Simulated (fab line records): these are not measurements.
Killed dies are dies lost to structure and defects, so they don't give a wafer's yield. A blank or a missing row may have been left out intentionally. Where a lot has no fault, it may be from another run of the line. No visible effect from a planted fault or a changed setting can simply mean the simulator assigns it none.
Matching of chambers ; flow n5Finfet ; rieDiel-05 running N5_FIN_SAQP_STRIP_77: 4 sister chambers
The step strips in N2/H2, time 90 s. 4 wafers are shown with their chamber, then 9 later ones without.

== WAFERS PAIRED WITH THEIR CHAMBERS ==
wafer;chamber;showerheadPlenumPTorr (Torr)
L084.3;2;3.25
L085.1;0;3.36
L091.2;3;3.51
L091.5;1;3.34

== WAFERS WITHOUT THEIR CHAMBER ==
wafer;showerheadPlenumPTorr (Torr)
L092.1;3.34
L092.4;3.24
L092.6;3.34
L095.1;3.51
L095.5;3.51
L095.6;3.35
L097.3;3.33
L097.4;3.24
L097.6;3.33

== EACH ONE'S CHAMBER ==
wafer;from the rows above;in truth
L092.1;1;1
L092.4;2;2
L092.6;1;1
L095.1;3;3
L095.5;3;3
L095.6;can't be placed: 0 or 1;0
L097.3;1;1
L097.4;2;2
L097.6;1;1
8 of 9 placed correctly. Cannot be placed on the basis of these rows: 1; the candidates contain the true chamber in 1. Wrongly placed: 0.
How it was worked out, from the rows above alone: a wafer's distance from a chamber is the root of the sum, over the readings, of the square of ((its reading less the chamber's mean) divided by the reading's scatter). The wafer belongs to the nearest chamber; if the next one is less than 2 further off, it can't be placed. The mean given for a chamber averages the wafers shown for that chamber. The scatter: with one shown wafer a chamber, the root of the mean of the squares of how far each hidden wafer lies from its nearest shown one.
